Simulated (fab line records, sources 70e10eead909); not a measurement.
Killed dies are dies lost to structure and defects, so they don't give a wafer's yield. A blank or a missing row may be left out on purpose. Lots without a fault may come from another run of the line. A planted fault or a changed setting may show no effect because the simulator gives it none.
Which tool did it? | flow nand_harc | 11 lots, 33 wafers sampled, at 3 steps of a route of 1159

WHAT THE GAUGES READ, wafer by wafer
NHARC_P_M0_CD_MEAS_09: target cd 90 nm.
lot  | measured     | on        | cd_nm (nm)
L950 | day 5 22:43  | cd_sem-01 | 89.4 89.8 89.9
L955 | day 7 04:31  | cd_sem-02 | 89.8 90.3 89.6
L959 | day 7 23:11  | cd_sem-01 | 90.1 90.5 90.3
L958 | day 8 01:35  | cd_sem-03 | 89.2 89.0 88.9
L961 | day 8 12:12  | cd_sem-03 | 90.2 89.7 90.0
L964 | day 9 02:04  | cd_sem-01 | 91.9 92.4 91.9
L963 | day 9 02:53  | cd_sem-02 | 90.1 90.1 90.2
L965 | day 9 18:16  | cd_sem-03 | 89.6 90.2 89.9
L966 | day 9 18:44  | cd_sem-03 | 91.9 92.4 91.9
L967 | day 10 04:48 | cd_sem-01 | 90.3 90.1 90.7
L972 | day 11 07:15 | cd_sem-03 | 92.4 91.5 91.6

WHICH TOOL RAN EACH LOT (tool, then ch and the chambers of the sampled wafers, then the start)
lot  | NHARC_P_CONTACT_ETCH_18                      | NHARC_P_M0_EXPOSE_06
L950 | rie_diel-11 ch 0,1,3, day 5 22:34 or earlier | arfi_scanner-02 ch 0, day 5 22:34
L955 | rie_diel-13 ch 0,3, day 7 04:23 or earlier   | arfi_scanner-01 ch 0, day 7 04:23
L959 | rie_diel-11 ch 0,1,2, day 7 23:04 or earlier | arfi_scanner-01 ch 0, day 7 23:04
L958 | rie_diel-11 ch 1,2, day 8 01:27 or earlier   | arfi_scanner-01 ch 0, day 8 01:27
L961 | rie_diel-13 ch 0,3, day 8 12:04 or earlier   | arfi_scanner-02 ch 0, day 8 12:04
L964 | rie_diel-13 ch 0,3, day 9 01:55 or earlier   | arfi_scanner-02 ch 0, day 9 01:55
L963 | rie_diel-02 ch 0,1,3, day 9 02:45 or earlier | arfi_scanner-03 ch 0, day 9 02:45
L965 | rie_diel-11 ch 0,1,2, day 9 18:07 or earlier | arfi_scanner-03 ch 0, day 9 18:07
L966 | rie_diel-13 ch 0,1,2, day 9 18:35 or earlier | arfi_scanner-02 ch 0, day 9 18:35
L967 | rie_diel-11 ch 0,1, day 10 04:40 or earlier  | arfi_scanner-03 ch 0, day 10 04:40
L972 | rie_diel-13 ch 0,2, day 11 07:06 or earlier  | arfi_scanner-02 ch 0, day 11 07:06
- NHARC_P_CONTACT_ETCH_18: etches the open film in C4F8/O2/Ar, target depth 481 nm, time 240.5 s.
- NHARC_P_M0_EXPOSE_06: exposes mask P M0, target cd 90 nm.

THE ANSWER, worked out from the rows above alone
Rule: what is usual is taken from the lots themselves. Put in order of their means at a reading, lots are off if they are a third of the lots or fewer, leave a main group of 4 or more, and stand apart from it by a gap of 3 or more times the standard deviation of the main group's means; of several such gaps the widest counts. A main group whose means are all the same, to the digits that the tables above print for the reading, isn't used. A lot without any number at a reading at which 4 lots or more have one is off too. The other lots that the step has rows for count as sound.
Off: L964, L966, L972, at NHARC_P_M0_CD_MEAS_09 (cd_nm). The main group: mean 89.9 nm, standard deviation 0.39.
A tool fits if, at a process step before that reading, it ran every lot that is off, and no sound lot after the first of them. The gauges at NHARC_P_M0_CD_MEAS_09 are tried like those tools. NHARC_P_CONTACT_ETCH_18 gives no start for some lots, so the hours and the order of its lots are those of NHARC_P_M0_EXPOSE_06. Can't be told from this: 2 tools fit, rie_diel-13 at NHARC_P_CONTACT_ETCH_18, arfi_scanner-02 at NHARC_P_M0_EXPOSE_06.

WHAT THE SIMULATOR HAD PUT IN
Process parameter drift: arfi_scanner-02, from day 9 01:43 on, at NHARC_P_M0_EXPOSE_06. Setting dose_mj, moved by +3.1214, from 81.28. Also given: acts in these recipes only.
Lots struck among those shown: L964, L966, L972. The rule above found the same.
